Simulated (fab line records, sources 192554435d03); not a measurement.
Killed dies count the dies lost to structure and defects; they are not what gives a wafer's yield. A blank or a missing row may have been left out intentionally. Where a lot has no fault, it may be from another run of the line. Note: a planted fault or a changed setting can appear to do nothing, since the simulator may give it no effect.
Chamber matching / flow n5 finfet / rie diel-06 running N5_MOL_CONTACT_COAG_VIA_ETCH_46: 4 sister chambers
The step etches SiO2 in C4F6/O2, target depth 46 nm, overetch 9.2 nm, time 40 s. 14 wafers are shown with their chamber, then 7 later ones without.

WAFERS PAIRED WITH THEIR CHAMBERS
wafer=L074.1; chamber=0; drypump motor current A (A)=4.9; rf vpp V (V)=1610; showerhead plenum p Torr (Torr)=2.77
wafer=L074.2; chamber=3; drypump motor current A (A)=5.8; rf vpp V (V)=1584; showerhead plenum p Torr (Torr)=2.83
wafer=L074.3; chamber=1; drypump motor current A (A)=5.2; rf vpp V (V)=1576; showerhead plenum p Torr (Torr)=2.87
wafer=L075.1; chamber=3; drypump motor current A (A)=5.8; rf vpp V (V)=1585; showerhead plenum p Torr (Torr)=2.83
wafer=L075.3; chamber=1; drypump motor current A (A)=5.2; rf vpp V (V)=1579; showerhead plenum p Torr (Torr)=2.86
wafer=L075.5; chamber=0; drypump motor current A (A)=4.9; rf vpp V (V)=1612; showerhead plenum p Torr (Torr)=2.77
wafer=L078.1; chamber=2; drypump motor current A (A)=6.6; rf vpp V (V)=1611; showerhead plenum p Torr (Torr)=2.93
wafer=L078.5; chamber=3; drypump motor current A (A)=5.8; rf vpp V (V)=1583; showerhead plenum p Torr (Torr)=2.83
wafer=L078.6; chamber=0; drypump motor current A (A)=4.9; rf vpp V (V)=1609; showerhead plenum p Torr (Torr)=2.77
wafer=L087.2; chamber=0; drypump motor current A (A)=4.9; rf vpp V (V)=1609; showerhead plenum p Torr (Torr)=2.76
wafer=L087.3; chamber=3; drypump motor current A (A)=5.8; rf vpp V (V)=1583; showerhead plenum p Torr (Torr)=2.82
wafer=L087.5; chamber=0; drypump motor current A (A)=4.9; rf vpp V (V)=1610; showerhead plenum p Torr (Torr)=2.76
wafer=L089.1; chamber=3; drypump motor current A (A)=5.8; rf vpp V (V)=1583; showerhead plenum p Torr (Torr)=2.82
wafer=L089.2; chamber=1; drypump motor current A (A)=5.1; rf vpp V (V)=1577; showerhead plenum p Torr (Torr)=2.85

SIGNATURES, as means of the wafers listed above
reading=drypump motor current A; chamber 0=4.900; chamber 1=5.167; chamber 2=6.600; chamber 3=5.800; scatter within a chamber=0.0258
reading=rf vpp V; chamber 0=1610.00; chamber 1=1577.33; chamber 2=1611.00; chamber 3=1583.60; scatter within a chamber=1.18
reading=showerhead plenum p Torr; chamber 0=2.7660; chamber 1=2.8600; chamber 2=2.9300; chamber 3=2.8260; scatter within a chamber=0.00663
Rule: for a wafer and a chamber, the distance is found by dividing, reading by reading, the gap between the wafer's reading and the chamber's mean by the reading's scatter, squaring, summing and taking the root. If the next closest chamber is less than 2 further off than the closest, the wafer can't be placed; otherwise it belongs to the closest. The scatter: take each reading less its chamber's mean, square it, sum over the shown wafers, divide by the number of wafers less the number of chambers, and take the root.

WAFERS WHOSE CHAMBER IS MISSING
wafer=L089.3; drypump motor current A (A)=6.6; rf vpp V (V)=1610; showerhead plenum p Torr (Torr)=2.92
wafer=L091.1; drypump motor current A (A)=5.8; rf vpp V (V)=1583; showerhead plenum p Torr (Torr)=2.82
wafer=L091.3; drypump motor current A (A)=6.6; rf vpp V (V)=1611; showerhead plenum p Torr (Torr)=2.92
wafer=L091.6; drypump motor current A (A)=6.6; rf vpp V (V)=1610; showerhead plenum p Torr (Torr)=2.92
wafer=L092.1; drypump motor current A (A)=4.9; rf vpp V (V)=1610; showerhead plenum p Torr (Torr)=2.76
wafer=L092.2; drypump motor current A (A)=6.6; rf vpp V (V)=1609; showerhead plenum p Torr (Torr)=2.92
wafer=L092.4; drypump motor current A (A)=5.8; rf vpp V (V)=1584; showerhead plenum p Torr (Torr)=2.82

EACH ONE'S CHAMBER
wafer=L089.3; from the rows above=2; in truth=2
wafer=L091.1; from the rows above=3; in truth=3
wafer=L091.3; from the rows above=2; in truth=2
wafer=L091.6; from the rows above=2; in truth=2
wafer=L092.1; from the rows above=0; in truth=0
wafer=L092.2; from the rows above=2; in truth=2
wafer=L092.4; from the rows above=3; in truth=3
Correct placement for 7 of the 7. Not placeable from these rows: 0. Wrongly placed: 0.
